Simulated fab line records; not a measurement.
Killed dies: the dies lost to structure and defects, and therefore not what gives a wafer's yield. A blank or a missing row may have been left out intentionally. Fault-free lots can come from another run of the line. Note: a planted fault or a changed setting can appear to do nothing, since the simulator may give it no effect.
Matching of chambers	flow n5Finfet	4 sister chambers for N5_BEOL_M7_STRIP_67 on rieDiel-03
The step strips in CF4. 8 wafers are shown with their chamber, then 12 later ones without.

## EACH WAFER AND ITS CHAMBER
wafer	chamber	throttleValvePct (%)	showerheadPlenumPTorr (Torr)
L081.4	3	13.96	1.86
L084.1	0	13.52	1.75
L085.2	0	13.54	1.75
L085.3	1	13.72	1.80
L085.5	2	13.18	1.84
L086.1	3	13.99	1.85
L086.5	1	13.73	1.80
L086.6	2	13.19	1.84

## WAFERS WHOSE CHAMBER IS MISSING
wafer	throttleValvePct (%)	showerheadPlenumPTorr (Torr)
L087.1	13.74	1.80
L087.2	13.54	1.75
L087.3	13.19	1.83
L087.4	13.98	1.85
L087.5	13.19	1.84
L087.6	13.99	1.85
L088.1	13.99	1.85
L088.3	13.55	1.74
L088.5	13.22	1.83
L092.1	13.55	1.74
L092.2	13.20	1.83
L092.3	13.75	1.80

## EACH ONE'S CHAMBER
wafer	from the rows above	in truth
L087.1	1	1
L087.2	0	0
L087.3	2	2
L087.4	3	3
L087.5	2	2
L087.6	3	3
L088.1	3	3
L088.3	0	0
L088.5	2	2
L092.1	0	0
L092.2	2	2
L092.3	1	1
12 of 12 placed correctly. Left unplaced by these rows: 0. 0 placed wrongly.
How it was worked out, from the rows above alone: a wafer's distance from a chamber is the root of the sum, over the readings, of the square of ((its reading less the chamber's mean) divided by the reading's scatter). The wafer belongs to the nearest chamber; if the next one is less than 2 further off, it can't be placed. The mean given for a chamber averages the wafers shown for that chamber. The scatter is the square root of a quotient: the sum, over the shown wafers, of each reading's squared deviation from its chamber's mean, divided by wafers minus chambers.
